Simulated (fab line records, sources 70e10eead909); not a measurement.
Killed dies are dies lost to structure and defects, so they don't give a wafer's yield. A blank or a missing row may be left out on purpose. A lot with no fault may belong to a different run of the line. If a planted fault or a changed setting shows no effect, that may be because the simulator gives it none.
Struck lot and sound lot, side by side + flow nandHarc + 15 out of 1302 route steps
Sound: these wafers, L853.4, L853.5, L853.6. Struck: wafers L863.1, L863.3, L863.4. The cause is given at the end.
For every step that has rows: the tool of each side, followed by ch and its chambers, followed by its first start. Under that, the readings that differ: sound wafers + struck wafers + difference of the means + sigmas: that difference in standard deviations of wafers without a fault.
alike: same words and numbers on both sides, and readings whose means sit less than 2 such deviations apart. not compared: any withheld reading, any reading some wafer has no value for, any bound like >300 that may hide the same value, and any number with overlapping values for which the record gives no deviation.
The two part at a step that has a row with sigmas, a row that says differs or no value, or rows on one side only. Numbers that don't overlap but have no deviation are shown without sigmas and don't part them. A reading that every wafer of one side lacks parts them only if that side has two wafers or more.

NHARC_A_STAIRCASE_DESCUM_168: chemistry O2, time 3 s.
  sound on rieDiel-09 ch 0,1,2, day 17 03:10; struck on rieDiel-09 ch 0,2,3, day 21 05:26
| reading             | sound | struck   | difference                   | sigmas |
|---------------------|-------|----------|------------------------------|--------|
| rfHoursCounterH (h) | - - - | 45 47 49 | no value on the sound wafers |        |
  alike: drypumpMotorCurrentA, oesProductAu, rfVppV, showerheadPlenumPTorr, throttleValvePct
NHARC_A_STAIRCASE_ETCH_169: etches the open film in CH3F/O2, target depth 50 nm, time 107.1 s.
  sound on rieDiel-09 ch 0,1,2, day 17 03:20; struck on rieDiel-09 ch 1,2,3, day 21 05:31
| reading             | sound | struck   | difference                   | sigmas |
|---------------------|-------|----------|------------------------------|--------|
| rfHoursCounterH (h) | - - - | 53 45 47 | no value on the sound wafers |        |
  alike: drypumpMotorCurrentA, oesProductAu, rfVppV, showerheadPlenumPTorr, throttleValvePct
NHARC_A_STAIRCASE_ETCH_170: etches the open film in C4F6/O2, target depth 200 nm, time 66.667 s.
  sound on rieDiel-09 ch 0,1,2; struck on rieDiel-09 ch 0,1,2
| reading             | sound | struck   | difference                   | sigmas |
|---------------------|-------|----------|------------------------------|--------|
| rfHoursCounterH (h) | - - - | 47 49 53 | no value on the sound wafers |        |
  alike: drypumpMotorCurrentA, oesProductAu, rfVppV, showerheadPlenumPTorr, throttleValvePct
NHARC_A_STAIRCASE_STRIP_171: strips in O2.
  sound on plasmaAsher-02 ch 0,1, day 17 05:20; struck on plasmaAsher-01 ch 0,1, day 21 05:44
  alike: drypumpMotorCurrentA, heaterPowerW
  not compared: rfHoursCounterH
then, 8 steps without rows for these wafers: NHARC_A_STAIRCASE_STRIP_172 (strips in SPM, time 900 s); NHARC_A_STAIRCASE_PRECLEAN_173 (cleans in SC1); NHARC_A_STAIRCASE_SRD_174; NHARC_A_STAIRCASE_DEHYDRATE_01 (time 120 s); NHARC_A_STAIRCASE_HMDS_02 (time 30 s); NHARC_A_STAIRCASE_COAT_03; NHARC_A_STAIRCASE_SOFTBAKE_04 (time 170 s); NHARC_A_STAIRCASE_EBR_05.
NHARC_A_STAIRCASE_EXPOSE_06: exposes mask STAIR.
  sound on krfScanner-03 ch 0, day 17 06:20; struck on krfScanner-03 ch 0, day 21 06:52
| reading           | sound                | struck               | difference | sigmas |
|-------------------|----------------------|----------------------|------------|--------|
| exposureDoseMJCm2 | 25.433 25.471 25.461 | 23.361 23.389 23.398 | -2.072     | -74    |
  alike: mask, reticleTempC
then, 1 step without rows for these wafers: NHARC_A_STAIRCASE_PEB_07 (peb time 130 s).
-- record jumps: 9 days between struck wafers' starts before vs after; left off in module A_STAIRCASE, resumes in module END, first step shown is number 1302 of the route --
NHARC_END_SORT_01:
  sound on prober-01 ch 0, day 25 23:08; struck on prober-01 ch 0, day 29 19:38
| reading           | sound | struck | difference | sigmas |
|-------------------|-------|--------|------------|--------|
| killedAtPeriphery | 8 4 0 | 9 6 18 | +7         | +3     |
  alike: killedAtArray, killedAtOther, killedDies, killedOpen, killedShort

== WHERE THEY PART ==
Earliest at NHARC_A_STAIRCASE_DESCUM_168; latest, in this record, at NHARC_END_SORT_01.

WHY: what had been put in by the simulator
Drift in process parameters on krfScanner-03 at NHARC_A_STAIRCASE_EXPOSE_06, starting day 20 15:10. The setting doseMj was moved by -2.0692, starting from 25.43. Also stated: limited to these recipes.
